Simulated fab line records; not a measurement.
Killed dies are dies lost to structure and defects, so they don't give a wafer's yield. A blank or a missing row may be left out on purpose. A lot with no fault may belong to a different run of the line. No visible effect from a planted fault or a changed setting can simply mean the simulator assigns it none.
Matching of chambers    flow n5Finfet    4 sister chambers for N5_ZERO_LAYER_DESCUM_16 on rieDiel-04
The step chemistry O2, time 7.9 s. 16 wafers are shown with their chamber, then 8 later ones without.

## WAFERS WITH THEIR CHAMBER
wafer   chamber  drypumpMotorCurrentA (A)  showerheadPlenumPTorr (Torr)  throttleValvePct (%)
L077.1  2        5.7                       2.07                          20.49
L077.2  0        5.6                       2.09                          20.66
L077.3  3        5.8                       2.09                          20.55
L077.4  1        6.1                       2.19                          20.22
L077.5  3        5.8                       2.09                          20.56
L077.6  0        5.6                       2.09                          20.66
L080.3  2        5.7                       2.06                          20.50
L080.5  0        5.6                       2.09                          20.65
L080.6  3        5.8                       2.08                          20.54
L088.1  1        6.1                       2.19                          20.25
L088.4  2        5.7                       2.06                          20.52
L088.6  0        5.6                       2.08                          20.70
L090.1  3        5.8                       2.08                          20.60
L090.3  2        5.7                       2.06                          20.55
L090.4  0        5.6                       2.08                          20.71
L092.1  0        5.5                       2.08                          20.71

SIGNATURES, as means of the wafers listed above
reading                chamber 0  chamber 1  chamber 2  chamber 3  scatter within a chamber
drypumpMotorCurrentA   5.583      6.100      5.700      5.800      0.0264
showerheadPlenumPTorr  2.0850     2.1900     2.0625     2.0850     0.0052
throttleValvePct       20.6817    20.2350    20.5150    20.5625    0.0266
Rule: distance of a wafer from a chamber = root of the sum over the readings of ((wafer's reading minus chamber's mean) / reading's scatter) squared. The wafer belongs to the nearest chamber; if the next one is less than 2 further off, it can't be placed. The scatter is the square root of a quotient: the sum, over the shown wafers, of each reading's squared deviation from its chamber's mean, divided by wafers minus chambers.

## WAFERS WHOSE CHAMBER IS MISSING
wafer   drypumpMotorCurrentA (A)  showerheadPlenumPTorr (Torr)  throttleValvePct (%)
L092.2  5.7                       2.06                          20.54
L092.4  5.8                       2.08                          20.58
L093.1  5.6                       2.08                          20.69
L093.3  5.7                       2.06                          20.57
L093.4  5.8                       2.08                          20.59
L095.3  5.8                       2.08                          20.60
L095.4  5.7                       2.05                          20.55
L095.6  5.6                       2.08                          20.71

## EACH ONE'S CHAMBER
wafer   from the rows above  in truth
L092.2  2                    2
L092.4  3                    3
L093.1  0                    0
L093.3  2                    2
L093.4  3                    3
L095.3  3                    3
L095.4  2                    2
L095.6  0                    0
Correctly placed: 8 of 8. Left unplaced by these rows: 0. Placed wrongly: 0.
